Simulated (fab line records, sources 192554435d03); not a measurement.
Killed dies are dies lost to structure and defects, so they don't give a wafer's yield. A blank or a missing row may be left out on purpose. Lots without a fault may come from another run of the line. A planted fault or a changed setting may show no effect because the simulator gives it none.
Chamber matching | flow n5_finfet | N5_BEOL_M6_STRIP_19 on rie_diel-02: 4 sister chambers
The step strips in O2. 4 wafers are shown with their chamber, then 11 later ones without.

WAFERS WITH THEIR CHAMBER
wafer  | chamber | drypump_motor_current_A (A)
L085.4 | 1       | 5.4
L088.1 | 0       | 6.2
L088.4 | 3       | 5.6
L090.2 | 2       | 5.5

WAFERS WITHOUT THEIR CHAMBER
wafer  | drypump_motor_current_A (A)
L090.3 | 5.7
L090.6 | 5.7
L091.4 | 5.5
L091.5 | 6.3
L091.6 | 5.4
L092.1 | 5.5
L092.3 | 5.4
L092.6 | 6.2
L096.2 | 6.2
L096.5 | 5.4
L096.6 | 5.5

WHICH CHAMBER EACH WENT THROUGH
wafer  | from the rows above          | in truth
L090.3 | can't be placed: 3 or 2      | 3
L090.6 | can't be placed: 3 or 2      | 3
L091.4 | can't be placed: 2 or 1 or 3 | 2
L091.5 | 0                            | 0
L091.6 | can't be placed: 1 or 2      | 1
L092.1 | can't be placed: 2 or 1 or 3 | 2
L092.3 | can't be placed: 1 or 2      | 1
L092.6 | 0                            | 0
L096.2 | 0                            | 0
L096.5 | can't be placed: 1 or 2      | 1
L096.6 | can't be placed: 2 or 1 or 3 | 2
Placed correctly: 3 of 11. Can't be placed from these rows: 8 (the true chamber is among the candidates in 8). Placed wrongly: 0.
How it was worked out, from the rows above alone: a wafer's distance from a chamber is the root of the sum, over the readings, of the square of ((its reading less the chamber's mean) divided by the reading's scatter). The wafer belongs to the nearest chamber; if the next one is less than 2 further off, it can't be placed. A chamber's mean is the mean of its shown wafers. The scatter: with one shown wafer a chamber, the root of the mean of the squares of how far each hidden wafer lies from its nearest shown one.
